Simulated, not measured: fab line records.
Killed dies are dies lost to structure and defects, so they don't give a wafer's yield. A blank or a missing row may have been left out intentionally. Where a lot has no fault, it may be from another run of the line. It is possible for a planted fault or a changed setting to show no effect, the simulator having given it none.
Chamber matching    flow nand-harc    rie-diel-04 running NHARC_A_M1_DESCUM_14: 4 sister chambers
The step chemistry O2, time 3 s. 8 wafers are shown with their chamber, then 9 later ones without.

WAFERS WITH THEIR CHAMBER
wafer   chamber  drypump-motor-current-A (A)  oes-product-au (a.u.)
L080.4  1        6.4                          0.993
L084.1  3        5.4                          0.996
L089.1  0        6.1                          1.000
L089.4  1        6.4                          0.975
L089.6  0        6.1                          0.988
L092.2  2        4.9                          0.999
L092.5  2        4.9                          0.996
L092.6  3        5.3                          0.990

WAFERS WITHOUT THEIR CHAMBER
wafer   drypump-motor-current-A (A)  oes-product-au (a.u.)
L091.4  5.3                          0.999
L091.5  4.9                          1.002
L091.6  5.3                          0.997
L094.2  6.1                          0.997
L094.3  5.3                          0.997
L094.4  4.9                          1.001
L097.2  6.1                          1.006
L097.5  6.4                          0.988
L097.6  4.9                          1.002

CHAMBER TAKEN BY EACH
wafer   from the rows above  in truth
L091.4  3                    3
L091.5  2                    2
L091.6  3                    3
L094.2  0                    0
L094.3  3                    3
L094.4  2                    2
L097.2  0                    0
L097.5  1                    1
L097.6  2                    2
Correctly placed: 9 of 9. From these rows, 0 cannot be placed. Placed wrongly: 0.
How it was worked out, from the rows above alone: a wafer's distance from a chamber is the root of the sum, over the readings, of the square of ((its reading less the chamber's mean) divided by the reading's scatter). The wafer belongs to the nearest chamber; if the next one is less than 2 further off, it can't be placed. A chamber's mean is the mean of its shown wafers. How the scatter is found: for the shown wafers, subtract from each reading the mean of its chamber, square and add these, divide the total by (wafers less chambers), then take the root.
